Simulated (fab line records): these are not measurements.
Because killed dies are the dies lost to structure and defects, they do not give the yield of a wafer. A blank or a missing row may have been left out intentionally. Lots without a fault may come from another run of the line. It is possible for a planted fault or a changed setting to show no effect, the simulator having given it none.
Which tool did it? || flow n5-finfet || 24 lots with 72 wafers sampled at 5 steps, on a route of 1938 steps

WHAT EACH GAUGE READ, for each wafer
N5_BEOL_M7_INSPECT_58: inspects for defects (darkfield). Usual: raw-defect-count reads 69 (standard deviation 22).
{"lot": "L074", "measured": "day 9 11:47", "on": "defect-inspect-02", "raw-defect-count": "44 56 87", "flag": ""}
{"lot": "L076", "measured": "day 9 17:29", "on": "defect-inspect-02", "raw-defect-count": "36 84 50", "flag": ""}
{"lot": "L075", "measured": "day 10 00:10", "on": "defect-inspect-02", "raw-defect-count": "123 144 76", "flag": ""}
{"lot": "L077", "measured": "day 10 01:37", "on": "defect-inspect-02", "raw-defect-count": "65 30 60", "flag": ""}
{"lot": "L078", "measured": "day 10 06:09", "on": "defect-inspect-02", "raw-defect-count": "84 67 47", "flag": ""}
{"lot": "L079", "measured": "day 10 16:26", "on": "defect-inspect-02", "raw-defect-count": "60 118 90", "flag": ""}
{"lot": "L080", "measured": "day 10 20:42", "on": "defect-inspect-02", "raw-defect-count": "108 68 85", "flag": ""}
{"lot": "L081", "measured": "day 11 08:29", "on": "defect-inspect-02", "raw-defect-count": "53 120 106", "flag": ""}
{"lot": "L083", "measured": "day 11 11:52", "on": "defect-inspect-02", "raw-defect-count": "112 91 59", "flag": ""}
{"lot": "L082", "measured": "day 11 19:59", "on": "defect-inspect-02", "raw-defect-count": "82 84 81", "flag": ""}
{"lot": "L084", "measured": "day 11 20:16", "on": "defect-inspect-02", "raw-defect-count": "61 48 53", "flag": ""}
{"lot": "L085", "measured": "day 12 18:47", "on": "defect-inspect-01", "raw-defect-count": "40 57 49", "flag": ""}
{"lot": "L088", "measured": "day 12 18:31", "on": "defect-inspect-02", "raw-defect-count": "68 78 44", "flag": ""}
{"lot": "L086", "measured": "day 12 20:28", "on": "defect-inspect-02", "raw-defect-count": "101 71 84", "flag": ""}
{"lot": "L087", "measured": "day 12 21:54", "on": "defect-inspect-02", "raw-defect-count": "101 63 63", "flag": ""}
{"lot": "L091", "measured": "day 12 22:32", "on": "defect-inspect-02", "raw-defect-count": "58 31 32", "flag": ""}
{"lot": "L090", "measured": "day 13 03:21", "on": "defect-inspect-02", "raw-defect-count": "53 74 48", "flag": ""}
{"lot": "L089", "measured": "day 13 06:38", "on": "defect-inspect-02", "raw-defect-count": "43 33 29", "flag": ""}
{"lot": "L092", "measured": "day 14 00:50", "on": "defect-inspect-02", "raw-defect-count": "89 64 59", "flag": ""}
{"lot": "L093", "measured": "day 14 07:46", "on": "defect-inspect-02", "raw-defect-count": "60 65 50", "flag": ""}
{"lot": "L094", "measured": "day 14 05:57", "on": "defect-inspect-02", "raw-defect-count": "112 63 118", "flag": ""}
{"lot": "L095", "measured": "day 14 11:44", "on": "defect-inspect-02", "raw-defect-count": "79 58 60", "flag": ""}
{"lot": "L097", "measured": "day 15 03:16", "on": "defect-inspect-01", "raw-defect-count": "68 65 51", "flag": ""}
{"lot": "L096", "measured": "day 15 04:08", "on": "defect-inspect-02", "raw-defect-count": "68 79 80", "flag": ""}

N5_BEOL_M8_OVL_MEAS_12. Usual: M8_OVL typically reads -0.6 nm, with standard deviation 0.78.
{"lot": "L074", "measured": "day 9 13:54", "on": "overlay-01", "M8_OVL (nm)": "-2.0 0.1 0.0", "flag": ""}
{"lot": "L076", "measured": "day 9 21:14", "on": "overlay-01", "M8_OVL (nm)": "-1.3 -0.7 -1.1", "flag": ""}
{"lot": "L075", "measured": "day 10 02:08", "on": "overlay-02", "M8_OVL (nm)": "-0.8 -1.2 -1.0", "flag": ""}
{"lot": "L077", "measured": "day 10 04:10", "on": "overlay-02", "M8_OVL (nm)": "-1.6 -1.4 -0.3", "flag": ""}
{"lot": "L078", "measured": "day 10 08:37", "on": "overlay-02", "M8_OVL (nm)": "-1.8 -1.8 -1.7", "flag": ""}
{"lot": "L079", "measured": "day 10 17:53", "on": "overlay-02", "M8_OVL (nm)": "0.9 1.7 1.0", "flag": ""}
{"lot": "L080", "measured": "day 10 22:29", "on": "overlay-02", "M8_OVL (nm)": "0.2 -0.3 -0.3", "flag": ""}
{"lot": "L081", "measured": "day 11 11:03", "on": "overlay-02", "M8_OVL (nm)": "-0.4 -0.2 0.3", "flag": ""}
{"lot": "L083", "measured": "day 11 14:08", "on": "overlay-01", "M8_OVL (nm)": "0.3 -0.5 0.4", "flag": ""}
{"lot": "L082", "measured": "day 11 21:43", "on": "overlay-01", "M8_OVL (nm)": "-1.7 -0.5 -0.2", "flag": ""}
{"lot": "L084", "measured": "day 12 00:51", "on": "overlay-02", "M8_OVL (nm)": "-1.4 -1.1 -1.7", "flag": ""}
{"lot": "L085", "measured": "day 12 20:41", "on": "overlay-02", "M8_OVL (nm)": "0.4 -0.2 -1.3", "flag": ""}
{"lot": "L088", "measured": "day 12 20:28", "on": "overlay-01", "M8_OVL (nm)": "-2.1 -0.5 -1.0", "flag": ""}
{"lot": "L086", "measured": "day 12 22:06", "on": "overlay-02", "M8_OVL (nm)": "0.5 0.5 0.4", "flag": ""}
{"lot": "L087", "measured": "day 13 00:15", "on": "overlay-01", "M8_OVL (nm)": "-0.5 -1.6 -0.2", "flag": ""}
{"lot": "L091", "measured": "day 13 00:25", "on": "overlay-02", "M8_OVL (nm)": "-1.3 0.1 -0.9", "flag": ""}
{"lot": "L090", "measured": "day 13 05:22", "on": "overlay-01", "M8_OVL (nm)": "-0.7 -0.1 0.3", "flag": ""}
{"lot": "L089", "measured": "day 13 08:54", "on": "overlay-02", "M8_OVL (nm)": "-1.1 -2.4 -1.4", "flag": ""}
{"lot": "L092", "measured": "day 14 03:56", "on": "overlay-01", "M8_OVL (nm)": "-0.7 -0.1 0.6", "flag": ""}
{"lot": "L093", "measured": "day 14 10:04", "on": "overlay-01", "M8_OVL (nm)": "-0.4 0.2 -0.4", "flag": ""}
{"lot": "L094", "measured": "day 14 07:49", "on": "overlay-02", "M8_OVL (nm)": "-0.7 -1.1 -1.9", "flag": ""}
{"lot": "L095", "measured": "day 14 13:01", "on": "overlay-02", "M8_OVL (nm)": "-0.3 -0.4 -1.2", "flag": ""}
{"lot": "L097", "measured": "day 15 06:06", "on": "overlay-02", "M8_OVL (nm)": "-0.4 -1.5 -0.5", "flag": ""}
{"lot": "L096", "measured": "day 15 06:20", "on": "overlay-02", "M8_OVL (nm)": "-0.8 0.1 -0.7", "flag": ""}

TOOL THAT RAN EACH LOT (tool first, then ch and the chambers of the sampled wafers, then the start)
{"lot": "L074", "N5_BEOL_M6_ALD_77": "ald-metal-04 ch 0,2,3, day 9 01:55", "N5_BEOL_M6_SPUTTER_48": "pvd-sputter-02, day 9 03:58", "N5_BEOL_M7_STRIP_80": "rie-diel-05 ch 0,1, day 9 11:47 or earlier"}
{"lot": "L076", "N5_BEOL_M6_ALD_77": "ald-metal-04 ch 0,1,3, day 9 04:29", "N5_BEOL_M6_SPUTTER_48": "pvd-sputter-01, day 9 05:04", "N5_BEOL_M7_STRIP_80": "rie-diel-05 ch 0,1,3, day 9 17:29 or earlier"}
{"lot": "L075", "N5_BEOL_M6_ALD_77": "ald-metal-04 ch 0,1,3, day 9 14:02", "N5_BEOL_M6_SPUTTER_48": "pvd-sputter-01, day 9 14:40", "N5_BEOL_M7_STRIP_80": "rie-diel-04 ch 0,1,3, day 10 00:10 or earlier"}
{"lot": "L077", "N5_BEOL_M6_ALD_77": "ald-metal-01 ch 1,2,3, day 9 15:52", "N5_BEOL_M6_SPUTTER_48": "pvd-sputter-03, day 9 17:32", "N5_BEOL_M7_STRIP_80": "rie-diel-01 ch 1,2,3, day 10 01:37 or earlier"}
{"lot": "L078", "N5_BEOL_M6_ALD_77": "ald-metal-04 ch 0,3, day 9 21:38", "N5_BEOL_M6_SPUTTER_48": "pvd-sputter-02, day 9 22:12", "N5_BEOL_M7_STRIP_80": "rie-diel-01 ch 1,2,3, day 10 06:09 or earlier"}
{"lot": "L079", "N5_BEOL_M6_ALD_77": "ald-metal-04 ch 0,2,3, day 10 06:17", "N5_BEOL_M6_SPUTTER_48": "pvd-sputter-03, day 10 07:59", "N5_BEOL_M7_STRIP_80": "rie-diel-05 ch 0,2,3, day 10 16:26 or earlier"}
{"lot": "L080", "N5_BEOL_M6_ALD_77": "ald-metal-01 ch 1,2,3, day 10 08:54", "N5_BEOL_M6_SPUTTER_48": "pvd-sputter-03, day 10 11:00", "N5_BEOL_M7_STRIP_80": "rie-diel-05 ch 0,1, day 10 20:42 or earlier"}
{"lot": "L081", "N5_BEOL_M6_ALD_77": "ald-metal-01 ch 0,2,3, day 10 22:04", "N5_BEOL_M6_SPUTTER_48": "pvd-sputter-03, day 10 23:04", "N5_BEOL_M7_STRIP_80": "rie-diel-04 ch 1,2, day 11 08:29 or earlier"}
{"lot": "L083", "N5_BEOL_M6_ALD_77": "ald-metal-03 ch 0,3, day 11 02:41", "N5_BEOL_M6_SPUTTER_48": "pvd-sputter-03, day 11 03:29", "N5_BEOL_M7_STRIP_80": "rie-diel-05 ch 0,2,3, day 11 11:52 or earlier"}
{"lot": "L082", "N5_BEOL_M6_ALD_77": "ald-metal-03 ch 0,1,3, day 11 08:07", "N5_BEOL_M6_SPUTTER_48": "pvd-sputter-01, day 11 10:13", "N5_BEOL_M7_STRIP_80": "rie-diel-04 ch 0,1,3, day 11 19:59 or earlier"}
{"lot": "L084", "N5_BEOL_M6_ALD_77": "ald-metal-04 ch 0,1,2, day 11 10:09", "N5_BEOL_M6_SPUTTER_48": "pvd-sputter-01, day 11 10:39", "N5_BEOL_M7_STRIP_80": "rie-diel-01 ch 0,1, day 11 20:16 or earlier"}
{"lot": "L085", "N5_BEOL_M6_ALD_77": "ald-metal-04 ch 0,1,2, day 12 04:54", "N5_BEOL_M6_SPUTTER_48": "pvd-sputter-02, day 12 06:44", "N5_BEOL_M7_STRIP_80": "rie-diel-01 ch 0,1,2, day 12 18:47 or earlier"}
{"lot": "L088", "N5_BEOL_M6_ALD_77": "ald-metal-04 ch 0,2, day 12 07:34", "N5_BEOL_M6_SPUTTER_48": "pvd-sputter-01, day 12 08:11", "N5_BEOL_M7_STRIP_80": "rie-diel-04 ch 0,2,3, day 12 18:31 or earlier"}
{"lot": "L086", "N5_BEOL_M6_ALD_77": "ald-metal-03 ch 2,3, day 12 11:44", "N5_BEOL_M6_SPUTTER_48": "pvd-sputter-02, day 12 13:18", "N5_BEOL_M7_STRIP_80": "rie-diel-05 ch 1,2, day 12 20:28 or earlier"}
{"lot": "L087", "N5_BEOL_M6_ALD_77": "ald-metal-03 ch 0,1,3, day 12 12:19", "N5_BEOL_M6_SPUTTER_48": "pvd-sputter-02, day 12 13:58", "N5_BEOL_M7_STRIP_80": "rie-diel-01 ch 2,3, day 12 21:54 or earlier"}
{"lot": "L091", "N5_BEOL_M6_ALD_77": "ald-metal-04 ch 0,2,3, day 12 14:42", "N5_BEOL_M6_SPUTTER_48": "pvd-sputter-03, day 12 15:10", "N5_BEOL_M7_STRIP_80": "rie-diel-05 ch 1,2, day 12 22:32 or earlier"}
{"lot": "L090", "N5_BEOL_M6_ALD_77": "ald-metal-01 ch 0,3, day 12 18:34", "N5_BEOL_M6_SPUTTER_48": "pvd-sputter-02, day 12 19:26", "N5_BEOL_M7_STRIP_80": "rie-diel-01 ch 0,1,3, day 13 03:21 or earlier"}
{"lot": "L089", "N5_BEOL_M6_ALD_77": "ald-metal-04 ch 1,3, day 12 18:47", "N5_BEOL_M6_SPUTTER_48": "pvd-sputter-02, day 12 19:35", "N5_BEOL_M7_STRIP_80": "rie-diel-05 ch 1,2, day 13 06:38 or earlier"}
{"lot": "L092", "N5_BEOL_M6_ALD_77": "ald-metal-03 ch 0,3, day 13 11:36", "N5_BEOL_M6_SPUTTER_48": "pvd-sputter-03, day 13 13:58", "N5_BEOL_M7_STRIP_80": "rie-diel-04 ch 1,2,3, day 14 00:50 or earlier"}
{"lot": "L093", "N5_BEOL_M6_ALD_77": "ald-metal-04 ch 0,3, day 13 18:58", "N5_BEOL_M6_SPUTTER_48": "pvd-sputter-01, day 13 21:04", "N5_BEOL_M7_STRIP_80": "rie-diel-01 ch 0,1,3, day 14 07:46 or earlier"}
{"lot": "L094", "N5_BEOL_M6_ALD_77": "ald-metal-04 ch 0,1,2, day 13 20:59", "N5_BEOL_M6_SPUTTER_48": "pvd-sputter-03, day 13 21:28", "N5_BEOL_M7_STRIP_80": "rie-diel-01 ch 1,2,3, day 14 05:57 or earlier"}
{"lot": "L095", "N5_BEOL_M6_ALD_77": "ald-metal-01 ch 0,3, day 13 22:22", "N5_BEOL_M6_SPUTTER_48": "pvd-sputter-01, day 14 00:11", "N5_BEOL_M7_STRIP_80": "rie-diel-01 ch 1,2,3, day 14 11:44 or earlier"}
{"lot": "L097", "N5_BEOL_M6_ALD_77": "ald-metal-01 ch 1,2,3, day 14 17:29", "N5_BEOL_M6_SPUTTER_48": "pvd-sputter-01, day 14 18:08", "N5_BEOL_M7_STRIP_80": "rie-diel-04 ch 0,1, day 15 03:16 or earlier"}
{"lot": "L096", "N5_BEOL_M6_ALD_77": "ald-metal-04 ch 0,2,3, day 14 18:38", "N5_BEOL_M6_SPUTTER_48": "pvd-sputter-03, day 14 20:38", "N5_BEOL_M7_STRIP_80": "rie-diel-05 ch 0,2,3, day 15 04:08 or earlier"}
- N5_BEOL_M6_ALD_77: deposits TaN, target thk 2 nm, pulse time 2 s, purge time 3 s.
- N5_BEOL_M6_SPUTTER_48: material Cu, target thk 10 nm, time 1.667 s.
- N5_BEOL_M7_STRIP_80: strips in N2/H2, time 10 s.

AS READ BY THE TOOLS THEMSELVES (means over the sampled wafers that have a number; for cases with no such wafer, the mark the record gives instead)
N5_BEOL_M6_ALD_77. Usual: heater-power-w 416 W, standard deviation 40; mfc-carrier-sccm 1500 sccm, standard deviation 4.4.
{"lot": "L074", "tool": "ald-metal-04", "heater-power-w (W)": 421, "mfc-carrier-sccm (sccm)": 1503, "flag": ""}
{"lot": "L076", "tool": "ald-metal-04", "heater-power-w (W)": 437, "mfc-carrier-sccm (sccm)": 1502, "flag": ""}
{"lot": "L075", "tool": "ald-metal-04", "heater-power-w (W)": 432, "mfc-carrier-sccm (sccm)": 1498, "flag": ""}
{"lot": "L077", "tool": "ald-metal-01", "heater-power-w (W)": 414, "mfc-carrier-sccm (sccm)": 1497, "flag": ""}
{"lot": "L078", "tool": "ald-metal-04", "heater-power-w (W)": 414, "mfc-carrier-sccm (sccm)": 1503, "flag": ""}
{"lot": "L079", "tool": "ald-metal-04", "heater-power-w (W)": 418, "mfc-carrier-sccm (sccm)": 1499, "flag": ""}
{"lot": "L080", "tool": "ald-metal-01", "heater-power-w (W)": 409, "mfc-carrier-sccm (sccm)": 1498, "flag": ""}
{"lot": "L081", "tool": "ald-metal-01", "heater-power-w (W)": 421, "mfc-carrier-sccm (sccm)": 1500, "flag": ""}
{"lot": "L083", "tool": "ald-metal-03", "heater-power-w (W)": 421, "mfc-carrier-sccm (sccm)": 1503, "flag": ""}
{"lot": "L082", "tool": "ald-metal-03", "heater-power-w (W)": 422, "mfc-carrier-sccm (sccm)": 1501, "flag": ""}
{"lot": "L084", "tool": "ald-metal-04", "heater-power-w (W)": 439, "mfc-carrier-sccm (sccm)": 1497, "flag": ""}
{"lot": "L085", "tool": "ald-metal-04", "heater-power-w (W)": 432, "mfc-carrier-sccm (sccm)": 1501, "flag": ""}
{"lot": "L088", "tool": "ald-metal-04", "heater-power-w (W)": 455, "mfc-carrier-sccm (sccm)": 1499, "flag": ""}
{"lot": "L086", "tool": "ald-metal-03", "heater-power-w (W)": 399, "mfc-carrier-sccm (sccm)": 1504, "flag": ""}
{"lot": "L087", "tool": "ald-metal-03", "heater-power-w (W)": 421, "mfc-carrier-sccm (sccm)": 1502, "flag": ""}
{"lot": "L091", "tool": "ald-metal-04", "heater-power-w (W)": 420, "mfc-carrier-sccm (sccm)": 1502, "flag": ""}
{"lot": "L090", "tool": "ald-metal-01", "heater-power-w (W)": 399, "mfc-carrier-sccm (sccm)": 1504, "flag": ""}
{"lot": "L089", "tool": "ald-metal-04", "heater-power-w (W)": 413, "mfc-carrier-sccm (sccm)": 1500, "flag": ""}
{"lot": "L092", "tool": "ald-metal-03", "heater-power-w (W)": 422, "mfc-carrier-sccm (sccm)": 1502, "flag": ""}
{"lot": "L093", "tool": "ald-metal-04", "heater-power-w (W)": 449, "mfc-carrier-sccm (sccm)": 1496, "flag": ""}
{"lot": "L094", "tool": "ald-metal-04", "heater-power-w (W)": 437, "mfc-carrier-sccm (sccm)": 1500, "flag": ""}
{"lot": "L095", "tool": "ald-metal-01", "heater-power-w (W)": 422, "mfc-carrier-sccm (sccm)": 1500, "flag": ""}
{"lot": "L097", "tool": "ald-metal-01", "heater-power-w (W)": 415, "mfc-carrier-sccm (sccm)": 1493, "flag": ""}
{"lot": "L096", "tool": "ald-metal-04", "heater-power-w (W)": 413, "mfc-carrier-sccm (sccm)": 1499, "flag": ""}

N5_BEOL_M6_SPUTTER_48. Usual: bias-v 60.1 V, standard deviation 0.66; throttle-valve-pct 30.1 %, standard deviation 0.65.
{"lot": "L074", "tool": "pvd-sputter-02", "bias-v (V)": 60.3, "throttle-valve-pct (%)": 30.3, "flag": ""}
{"lot": "L076", "tool": "pvd-sputter-01", "bias-v (V)": 59.9, "throttle-valve-pct (%)": 30.4, "flag": ""}
{"lot": "L075", "tool": "pvd-sputter-01", "bias-v (V)": 60.0, "throttle-valve-pct (%)": 29.9, "flag": ""}
{"lot": "L077", "tool": "pvd-sputter-03", "bias-v (V)": 60.4, "throttle-valve-pct (%)": 29.7, "flag": ""}
{"lot": "L078", "tool": "pvd-sputter-02", "bias-v (V)": 60.1, "throttle-valve-pct (%)": 30.2, "flag": ""}
{"lot": "L079", "tool": "pvd-sputter-03", "bias-v (V)": 59.7, "throttle-valve-pct (%)": 30.4, "flag": ""}
{"lot": "L080", "tool": "pvd-sputter-03", "bias-v (V)": 60.4, "throttle-valve-pct (%)": 30.5, "flag": ""}
{"lot": "L081", "tool": "pvd-sputter-03", "bias-v (V)": 60.0, "throttle-valve-pct (%)": 29.8, "flag": ""}
{"lot": "L083", "tool": "pvd-sputter-03", "bias-v (V)": 60.8, "throttle-valve-pct (%)": 29.9, "flag": ""}
{"lot": "L082", "tool": "pvd-sputter-01", "bias-v (V)": 60.9, "throttle-valve-pct (%)": 29.8, "flag": ""}
{"lot": "L084", "tool": "pvd-sputter-01", "bias-v (V)": 60.5, "throttle-valve-pct (%)": 30.5, "flag": ""}
{"lot": "L085", "tool": "pvd-sputter-02", "bias-v (V)": 60.4, "throttle-valve-pct (%)": 30.0, "flag": ""}
{"lot": "L088", "tool": "pvd-sputter-01", "bias-v (V)": 60.2, "throttle-valve-pct (%)": 30.2, "flag": ""}
{"lot": "L086", "tool": "pvd-sputter-02", "bias-v (V)": 60.3, "throttle-valve-pct (%)": 30.3, "flag": ""}
{"lot": "L087", "tool": "pvd-sputter-02", "bias-v (V)": 60.5, "throttle-valve-pct (%)": 30.7, "flag": ""}
{"lot": "L091", "tool": "pvd-sputter-03", "bias-v (V)": 59.7, "throttle-valve-pct (%)": 30.0, "flag": ""}
{"lot": "L090", "tool": "pvd-sputter-02", "bias-v (V)": 59.8, "throttle-valve-pct (%)": 30.1, "flag": ""}
{"lot": "L089", "tool": "pvd-sputter-02", "bias-v (V)": 59.6, "throttle-valve-pct (%)": 29.8, "flag": ""}
{"lot": "L092", "tool": "pvd-sputter-03", "bias-v (V)": 60.2, "throttle-valve-pct (%)": 29.7, "flag": ""}
{"lot": "L093", "tool": "pvd-sputter-01", "bias-v (V)": 60.0, "throttle-valve-pct (%)": 30.2, "flag": ""}
{"lot": "L094", "tool": "pvd-sputter-03", "bias-v (V)": 61.0, "throttle-valve-pct (%)": 29.9, "flag": ""}
{"lot": "L095", "tool": "pvd-sputter-01", "bias-v (V)": 60.2, "throttle-valve-pct (%)": 30.1, "flag": ""}
{"lot": "L097", "tool": "pvd-sputter-01", "bias-v (V)": 59.9, "throttle-valve-pct (%)": 30.1, "flag": ""}
{"lot": "L096", "tool": "pvd-sputter-03", "bias-v (V)": 59.6, "throttle-valve-pct (%)": 30.0, "flag": ""}

N5_BEOL_M7_STRIP_80. Usual: drypump-motor-current-A 5.8 A, standard deviation 0.41; oes-product-au 0.80 a.u., standard deviation 0.066; rf-vpp-V 59.2 V, standard deviation 0.79; showerhead-plenum-p-Torr 2.55 Torr, standard deviation 0.087; throttle-valve-pct 23.61 %, standard deviation 0.24.
{"lot": "L074", "tool": "rie-diel-05", "drypump-motor-current-A (A)": 6.0, "oes-product-au (a.u.)": 0.88, "rf-vpp-V (V)": 59.5, "showerhead-plenum-p-Torr (Torr)": 2.55, "throttle-valve-pct (%)": 23.74, "flag": ""}
{"lot": "L076", "tool": "rie-diel-05", "drypump-motor-current-A (A)": 6.1, "oes-product-au (a.u.)": 0.81, "rf-vpp-V (V)": 58.7, "showerhead-plenum-p-Torr (Torr)": 2.55, "throttle-valve-pct (%)": 23.70, "flag": ""}
{"lot": "L075", "tool": "rie-diel-04", "drypump-motor-current-A (A)": 5.6, "oes-product-au (a.u.)": 0.84, "rf-vpp-V (V)": 59.6, "showerhead-plenum-p-Torr (Torr)": 2.63, "throttle-valve-pct (%)": 23.46, "flag": ""}
{"lot": "L077", "tool": "rie-diel-01", "drypump-motor-current-A (A)": 5.8, "oes-product-au (a.u.)": 0.79, "rf-vpp-V (V)": 59.3, "showerhead-plenum-p-Torr (Torr)": 2.48, "throttle-valve-pct (%)": 23.53, "flag": ""}
{"lot": "L078", "tool": "rie-diel-01", "drypump-motor-current-A (A)": 5.8, "oes-product-au (a.u.)": 0.79, "rf-vpp-V (V)": 58.1, "showerhead-plenum-p-Torr (Torr)": 2.48, "throttle-valve-pct (%)": 23.53, "flag": ""}
{"lot": "L079", "tool": "rie-diel-05", "drypump-motor-current-A (A)": 5.8, "oes-product-au (a.u.)": 0.80, "rf-vpp-V (V)": 59.1, "showerhead-plenum-p-Torr (Torr)": 2.59, "throttle-valve-pct (%)": 23.83, "flag": ""}
{"lot": "L080", "tool": "rie-diel-05", "drypump-motor-current-A (A)": 6.0, "oes-product-au (a.u.)": 0.86, "rf-vpp-V (V)": 60.3, "showerhead-plenum-p-Torr (Torr)": 2.54, "throttle-valve-pct (%)": 23.75, "flag": ""}
{"lot": "L081", "tool": "rie-diel-04", "drypump-motor-current-A (A)": 5.7, "oes-product-au (a.u.)": 0.86, "rf-vpp-V (V)": 59.5, "showerhead-plenum-p-Torr (Torr)": 2.69, "throttle-valve-pct (%)": 23.28, "flag": ""}
{"lot": "L083", "tool": "rie-diel-05", "drypump-motor-current-A (A)": 5.8, "oes-product-au (a.u.)": 0.79, "rf-vpp-V (V)": 59.3, "showerhead-plenum-p-Torr (Torr)": 2.59, "throttle-valve-pct (%)": 23.82, "flag": ""}
{"lot": "L082", "tool": "rie-diel-04", "drypump-motor-current-A (A)": 5.5, "oes-product-au (a.u.)": 0.82, "rf-vpp-V (V)": 59.2, "showerhead-plenum-p-Torr (Torr)": 2.62, "throttle-valve-pct (%)": 23.48, "flag": ""}
{"lot": "L084", "tool": "rie-diel-01", "drypump-motor-current-A (A)": 6.2, "oes-product-au (a.u.)": 0.79, "rf-vpp-V (V)": 58.8, "showerhead-plenum-p-Torr (Torr)": 2.51, "throttle-valve-pct (%)": 23.66, "flag": ""}
{"lot": "L085", "tool": "rie-diel-01", "drypump-motor-current-A (A)": 5.9, "oes-product-au (a.u.)": 0.76, "rf-vpp-V (V)": 59.4, "showerhead-plenum-p-Torr (Torr)": 2.50, "throttle-valve-pct (%)": 23.70, "flag": ""}
{"lot": "L088", "tool": "rie-diel-04", "drypump-motor-current-A (A)": 5.5, "oes-product-au (a.u.)": 0.84, "rf-vpp-V (V)": 59.5, "showerhead-plenum-p-Torr (Torr)": 2.62, "throttle-valve-pct (%)": 23.25, "flag": ""}
{"lot": "L086", "tool": "rie-diel-05", "drypump-motor-current-A (A)": 5.9, "oes-product-au (a.u.)": 0.76, "rf-vpp-V (V)": 59.0, "showerhead-plenum-p-Torr (Torr)": 2.47, "throttle-valve-pct (%)": 23.74, "flag": ""}
{"lot": "L087", "tool": "rie-diel-01", "drypump-motor-current-A (A)": 5.4, "oes-product-au (a.u.)": 0.76, "rf-vpp-V (V)": 59.8, "showerhead-plenum-p-Torr (Torr)": 2.46, "throttle-valve-pct (%)": 23.61, "flag": ""}
{"lot": "L091", "tool": "rie-diel-05", "drypump-motor-current-A (A)": 5.6, "oes-product-au (a.u.)": 0.76, "rf-vpp-V (V)": 58.4, "showerhead-plenum-p-Torr (Torr)": 2.52, "throttle-valve-pct (%)": 23.85, "flag": ""}
{"lot": "L090", "tool": "rie-diel-01", "drypump-motor-current-A (A)": 6.1, "oes-product-au (a.u.)": 0.75, "rf-vpp-V (V)": 58.9, "showerhead-plenum-p-Torr (Torr)": 2.53, "throttle-valve-pct (%)": 23.54, "flag": ""}
{"lot": "L089", "tool": "rie-diel-05", "drypump-motor-current-A (A)": 5.6, "oes-product-au (a.u.)": 0.76, "rf-vpp-V (V)": 60.1, "showerhead-plenum-p-Torr (Torr)": 2.52, "throttle-valve-pct (%)": 23.85, "flag": ""}
{"lot": "L092", "tool": "rie-diel-04", "drypump-motor-current-A (A)": 5.7, "oes-product-au (a.u.)": 0.85, "rf-vpp-V (V)": 59.4, "showerhead-plenum-p-Torr (Torr)": 2.68, "throttle-valve-pct (%)": 23.42, "flag": ""}
{"lot": "L093", "tool": "rie-diel-01", "drypump-motor-current-A (A)": 6.2, "oes-product-au (a.u.)": 0.74, "rf-vpp-V (V)": 58.9, "showerhead-plenum-p-Torr (Torr)": 2.53, "throttle-valve-pct (%)": 23.54, "flag": ""}
{"lot": "L094", "tool": "rie-diel-01", "drypump-motor-current-A (A)": 5.8, "oes-product-au (a.u.)": 0.76, "rf-vpp-V (V)": 59.2, "showerhead-plenum-p-Torr (Torr)": 2.47, "throttle-valve-pct (%)": 23.57, "flag": ""}
{"lot": "L095", "tool": "rie-diel-01", "drypump-motor-current-A (A)": 5.8, "oes-product-au (a.u.)": 0.76, "rf-vpp-V (V)": 59.2, "showerhead-plenum-p-Torr (Torr)": 2.47, "throttle-valve-pct (%)": 23.58, "flag": ""}
{"lot": "L097", "tool": "rie-diel-04", "drypump-motor-current-A (A)": 5.6, "oes-product-au (a.u.)": 0.78, "rf-vpp-V (V)": 59.2, "showerhead-plenum-p-Torr (Torr)": 2.61, "throttle-valve-pct (%)": 23.64, "flag": ""}
{"lot": "L096", "tool": "rie-diel-05", "drypump-motor-current-A (A)": 5.8, "oes-product-au (a.u.)": 0.86, "rf-vpp-V (V)": 59.0, "showerhead-plenum-p-Torr (Torr)": 2.58, "throttle-valve-pct (%)": 23.73, "flag": ""}

THE ANSWER, worked out from the rows above alone
Rule: a lot is off if the mean of its wafers that have a number lies more than 3 standard deviations from the usual mean. Also off: a lot with no number at a reading for which 4 or more lots have one. The other lots that the step has rows for count as sound. Order of review: gauges by route order, followed by the tools' own readings, for which a lot's mean as printed above is used. The first step at which some lot is off is used, and at that step the reading that is off furthest; a lot without a number counts as furthest.
No lot is off on any of the readings shown, so nothing can be concluded from this.

WHAT HAD BEEN PUT IN BY THE SIMULATOR
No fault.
